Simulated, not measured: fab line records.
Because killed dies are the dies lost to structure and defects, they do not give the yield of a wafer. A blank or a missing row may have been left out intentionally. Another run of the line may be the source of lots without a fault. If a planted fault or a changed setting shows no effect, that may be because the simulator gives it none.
Comparing a struck lot with a sound one + flow nand harc + 12 steps out of a route of 1159
Sound: the wafers L407.1, L407.5, L407.6. Struck: wafer L424.4 (left out: L424.3, L424.5 of the same lot, which were not struck); the cause appears at the end.
For every step that has rows: the tool of each side, followed by ch and its chambers, followed by its first start. Under that, the readings that differ: sound wafers + struck wafers + difference of the means + sigmas: that difference in standard deviations of wafers without a fault.
alike: readings with means less than 2 such deviations apart, plus words and numbers identical on both sides. not compared: withheld readings, readings lacking a value on some wafer, bounds such as >300 that could conceal the same value, and numbers that have no deviation in the record and whose values overlap.
Wherever a step has rows on one side only, a row that says differs or no value, or a row with sigmas, the two part there. Numbers that don't overlap but have no deviation are shown without sigmas and don't part them. A reading that every wafer of one side lacks parts them only if that side has two wafers or more.

NHARC_A_SLIT_ETCH_29: etches the open film in CF4/O2, target depth 100 nm, overetch 10 nm, time 55 s.
  sound on rie diel-11 ch 0,1, day 15 03:16; struck on rie diel-06 ch 3, day 19 07:35
  alike: drypump motor current A, oes product au, rf vpp V, showerhead plenum p Torr, throttle valve pct
  not compared: rf hours counter h
NHARC_A_SLIT_STRIP_18: strips in O2.
  sound: rie diel-11 ch 0,1; struck: rie diel-06 ch 2
  alike: drypump motor current A, oes product au, rf vpp V, showerhead plenum p Torr, throttle valve pct
  not compared: rf hours counter h
then, 2 steps without rows for these wafers: NHARC_A_SLIT_PRECLEAN_19 (cleans in SC1); NHARC_A_SLIT_SRD_20.
NHARC_A_SLIT_CD_MEAS_21:
  sound on cd sem-03, day 15 03:48; struck on cd sem-01, day 19 08:08
  alike: cd nm
then, 3 steps without rows for these wafers: NHARC_A_SIN_REMOVE_WET_00 (chemistry H3PO4, time 15300 s); NHARC_A_SIN_REMOVE_PRECLEAN_01 (cleans in SC1); NHARC_A_SIN_REMOVE_SRD_02.
NHARC_A_SIN_REMOVE_INSPECT_04:
  sound on defect inspect-01, day 15 09:59; struck on defect inspect-02, day 19 15:50
  alike: raw defect count
NHARC_A_WL_FILL_ALD_00: deposits Al2O3, target thk 3 nm, pulse time 3 s, ald cycles 30.
  sound on ald hk-01 ch 0,2,3, day 15 10:16; struck on ald hk-02 ch 0, day 19 15:57
| reading            | sound       | struck | difference | sigmas |
|--------------------|-------------|--------|------------|--------|
| heater power w (W) | 453 440 479 | 606    | +149       | +4     |
  alike: precursor pulse height rel
  not compared: ald cycles
NHARC_A_WL_FILL_RTA_01: time 5 s.
  sound on rtp anneal-02 ch 0, day 15 10:29; struck on rtp anneal-01 ch 0, day 19 16:13
| reading            | sound          | struck | difference | sigmas |
|--------------------|----------------|--------|------------|--------|
| lamp power pct (%) | 33.7 33.7 33.7 | 35.4   | +1.7       | +2     |
  alike: wafer_temp_C_max
NHARC_A_WL_FILL_ALD_02: deposits TiN, target thk 2 nm, pulse time 3 s, ald cycles 100.
  sound on ald metal-03 ch 0,3, day 15 10:44; struck on ald metal-03 ch 1, day 19 16:25
| reading    | sound       | struck | difference | sigmas |
|------------|-------------|--------|------------|--------|
| ald cycles | 100 100 100 | 51     | -49        |        |
  alike: heater power w, precursor pulse height rel

== WHERE THEY PART ==
Last at NHARC_A_WL_FILL_RTA_01 as far as this record goes, first at NHARC_A_WL_FILL_ALD_00. Later steps at which nothing parts them and some readings are alike: NHARC_A_WL_FILL_ALD_02.

WHY: whatever the simulator had introduced
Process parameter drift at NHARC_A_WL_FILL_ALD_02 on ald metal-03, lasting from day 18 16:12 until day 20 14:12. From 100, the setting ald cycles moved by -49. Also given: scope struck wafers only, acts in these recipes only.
